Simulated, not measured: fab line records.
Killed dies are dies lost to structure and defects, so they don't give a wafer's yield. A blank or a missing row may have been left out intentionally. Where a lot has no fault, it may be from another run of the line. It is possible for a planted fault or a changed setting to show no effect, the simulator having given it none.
Shared-tool check -- flow nand harc -- 14 lots, 38 wafers sampled

## WHY THIS WAS OPENED
Flagged at NHARC_THIN_TSV_THK_MEAS_02: reading thk nm, on 2 of 14 lots. No-fault wafers: 2991 nm, standard deviation 250.
Rule: a lot gets a flag if all its wafers with a number sit over 4 standard deviations from that mean, or if no wafer of it has a number. As for the other lots, they are considered sound.

lot,measured,on,"thk nm (nm), wafer by wafer",flag
L757,day 24 13:26,film metro-01,3378 3422 3144,
L760,day 24 14:38,film metro-02,2792 2792 2806,
L761,day 25 16:28,film metro-02,3073 3016 2966,
L763,day 26 02:52,film metro-01,3000 2798 2597,
L764,day 26 21:57,film metro-02,3064 2908 3029,
L765,day 27 04:14,film metro-02,3230 2986 3074,
L767,day 27 09:28,film metro-02,3531 3445 3521,
L766,day 27 10:38,film metro-02,2648 2430 2737,
L769,day 27 16:35,film metro-01,3188 3396 3004,
L770,day 29 05:40,film metro-01,2720 2874 3142,
L772,day 29 10:43,film metro-01,2839 3427 3010,
L771,day 29 11:55,film metro-01,2733 2818 2760,
L775,day 31 06:11,film metro-01,1,FLAGGED
L774,day 31 08:36,film metro-02,1,FLAGGED
The numbers of the flagged lots are 1 nm on average: -2990 nm against the usual, or -12 standard deviations.

## EACH LOT AND THE TOOL IT RAN ON
The record holds 2 process steps before the reading, out of a route of 1302 steps. In each cell: the tool, then ch and the chambers that the sampled wafers went through, then the start.
lot,flag,NHARC_A_BONDPAD_ANNEAL_28,NHARC_THIN_TSV_GRIND_00
L757,,"rtp anneal-02 ch 0, day 24 00:22","grinder-01 ch 0, day 24 12:07"
L760,,"rtp anneal-01 ch 0, day 24 02:22","grinder-01 ch 0, day 24 13:20"
L761,,"rtp anneal-01 ch 0, day 25 04:09","grinder-01 ch 0, day 25 15:10"
L763,,"rtp anneal-02 ch 0, day 25 14:49","grinder-01 ch 0, day 26 01:22"
L764,,"rtp anneal-02 ch 0, day 26 10:08","grinder-01 ch 0, day 26 20:40"
L765,,"rtp anneal-02 ch 0, day 26 16:14","grinder-01 ch 0, day 27 02:58"
L767,,"rtp anneal-02 ch 0, day 27 00:25","grinder-01 ch 0, day 27 08:34"
L766,,"rtp anneal-02 ch 0, day 26 21:10","grinder-01 ch 0, day 27 09:10"
L769,,"rtp anneal-01 ch 0, day 27 04:14","grinder-01 ch 0, day 27 15:18"
L770,,"rtp anneal-02 ch 0, day 28 17:43","grinder-01 ch 0, day 29 04:23"
L772,,"rtp anneal-02 ch 0, day 28 23:29","grinder-01 ch 0, day 29 09:14"
L771,,"rtp anneal-02 ch 0, day 28 22:05","grinder-01 ch 0, day 29 10:26"
L775,FLAGGED,"rtp anneal-01 ch 0, day 30 18:59","grinder-01 ch 0, day 31 05:41"
L774,FLAGGED,"rtp anneal-01 ch 0, day 30 21:33","grinder-01 ch 0, day 31 08:07"
What is done by these steps:
- NHARC_A_BONDPAD_ANNEAL_28: time 90 s.
- NHARC_THIN_TSV_GRIND_00
- NHARC_THIN_TSV_THK_MEAS_02: measures by ir.

## FLAGGED OVER TOTAL, TOOL BY TOOL (the gauges that took the reading come last)
step,tool,lots run,flagged,share of the flagged lots,sound lots run after its first flagged lot
NHARC_A_BONDPAD_ANNEAL_28,rtp anneal-01,5,2,all,0
NHARC_A_BONDPAD_ANNEAL_28,rtp anneal-02,9,0,none,-
NHARC_THIN_TSV_GRIND_00,grinder-01,14,2,all,0
NHARC_THIN_TSV_THK_MEAS_02,film metro-01,7,1,some,0
NHARC_THIN_TSV_THK_MEAS_02,film metro-02,7,1,some,0

## WHAT THE TABLE ALLOWS
2 rows of the table ran every flagged lot: rtp anneal-01 at NHARC_A_BONDPAD_ANNEAL_28, grinder-01 at NHARC_THIN_TSV_GRIND_00.
- rtp anneal-01 at NHARC_A_BONDPAD_ANNEAL_28: 2 of its 5 lots flagged. It ran its last sound lot, L769, at day 27 04:14 and its first flagged lot, L775, at day 30 18:59: a fault with its onset between the two fits.
- grinder-01 at NHARC_THIN_TSV_GRIND_00: 2 of its 14 lots flagged. It ran its last sound lot, L771, at day 29 10:26 and its first flagged lot, L775, at day 31 05:41: a fault with its onset between the two fits.
Counting lots can't tell these 2 tools apart, because each fits a fault that began at some hour. More lots, or a look at what each step does to the wafer, might.

## WHAT THE SIMULATOR HAD PUT IN
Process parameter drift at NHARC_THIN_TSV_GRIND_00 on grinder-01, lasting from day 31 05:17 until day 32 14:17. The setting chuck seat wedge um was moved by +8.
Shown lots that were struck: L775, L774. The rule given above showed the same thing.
